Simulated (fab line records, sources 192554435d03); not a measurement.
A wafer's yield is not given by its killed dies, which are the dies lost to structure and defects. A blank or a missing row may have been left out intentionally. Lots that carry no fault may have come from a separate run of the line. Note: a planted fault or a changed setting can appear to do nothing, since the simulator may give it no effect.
Which tool did it?	flow n5 finfet	Sampling: 10 lots, 28 wafers, 2 of 1938 route steps

## WHAT THE GAUGES READ, wafer by wafer
N5_BEOL_M8_INSPECT_30: inspects for defects (brightfield).
lot	measured	on	raw defect count
L394	day 9 16:10	defect inspect-01	240 254 330
L395	day 9 16:20	defect inspect-02	403 396 257
L404	day 11 19:45	defect inspect-01	390 382 358
L408	day 12 17:58	defect inspect-02	397 465 361
L411	day 13 08:41	defect inspect-02	325 662 430
L413	day 13 23:22	defect inspect-01	326 357
L414	day 14 12:52	defect inspect-02	397 373 373
L416	day 14 15:22	defect inspect-01	349 375
L415	day 14 15:12	defect inspect-01	280 332 346
L417	day 14 21:39	defect inspect-01	454 494 434

## WHAT TOOL EACH LOT RAN ON (gives the tool, then ch and the chambers of the sampled wafers, and finally the start)
lot	N5_BEOL_M8_DESCUM_16
L394	rie diel-03 ch 1,2,3, day 9 14:01
L395	rie diel-01 ch 1,2,3, day 9 14:21
L404	rie diel-01 ch 0,1,3, day 11 17:20
L408	rie diel-05 ch 0,1, day 12 17:03
L411	rie diel-05 ch 0,3, day 13 06:44
L413	rie diel-05 ch 2,3, day 13 22:02
L414	rie diel-03 ch 1,2,3, day 14 10:52
L416	rie diel-01 ch 1,3, day 14 14:10
L415	rie diel-05 ch 0,3, day 14 14:13
L417	rie diel-01 ch 1,3, day 14 20:05
- N5_BEOL_M8_DESCUM_16: chemistry O2, time 7.9 s.

## WHAT THE TOOLS THEMSELVES READ (means of the sampled wafers that have a number; where no wafer has one, the mark that the record gives instead)
N5_BEOL_M8_DESCUM_16.
lot	tool	drypump motor current A (A)	oes product au (a.u.)	rf vpp V (V)	showerhead plenum p Torr (Torr)	throttle valve pct (%)
L394	rie diel-03	6.1	0.86	243.1	2.10	20.42
L395	rie diel-01	5.5	0.81	243.1	2.07	20.44
L404	rie diel-01	5.3	0.83	242.9	2.06	20.27
L408	rie diel-05	5.5	0.75	244.4	2.15	20.38
L411	rie diel-05	5.6	0.71	244.5	2.11	20.44
L413	rie diel-05	5.9	0.80	243.0	2.09	20.35
L414	rie diel-03	6.1	0.81	243.7	2.08	20.49
L416	rie diel-01	5.4	0.81	243.8	2.06	20.30
L415	rie diel-05	5.5	0.73	244.1	2.15	20.33
L417	rie diel-01	5.3	0.80	241.9	2.05	20.43

## THE ANSWER, worked out from the rows above alone
Rule: usual is defined by the lots themselves. The widest of any qualifying gaps counts: lots, ordered by their means at a reading, are off when they make up no more than a third of the lots, leave a main group of 4 or more, and stand apart from it by 3 or more times the standard deviation of that group's means. A main group is skipped when, at the precision printed for the reading in the tables above, its means are all equal. A lot without any number at a reading at which 4 lots or more have one is off too. Any other lot the step has rows for is counted as sound. Order of review: gauges by route order, followed by the tools' own readings, for which a lot's mean as printed above is used. The first step at which some lot is off is used, and at that step the reading that is off furthest; a lot without a number counts as furthest.
No lot is off at any reading shown: from this, nothing can be told.

## WHAT THE SIMULATOR HAD PUT IN
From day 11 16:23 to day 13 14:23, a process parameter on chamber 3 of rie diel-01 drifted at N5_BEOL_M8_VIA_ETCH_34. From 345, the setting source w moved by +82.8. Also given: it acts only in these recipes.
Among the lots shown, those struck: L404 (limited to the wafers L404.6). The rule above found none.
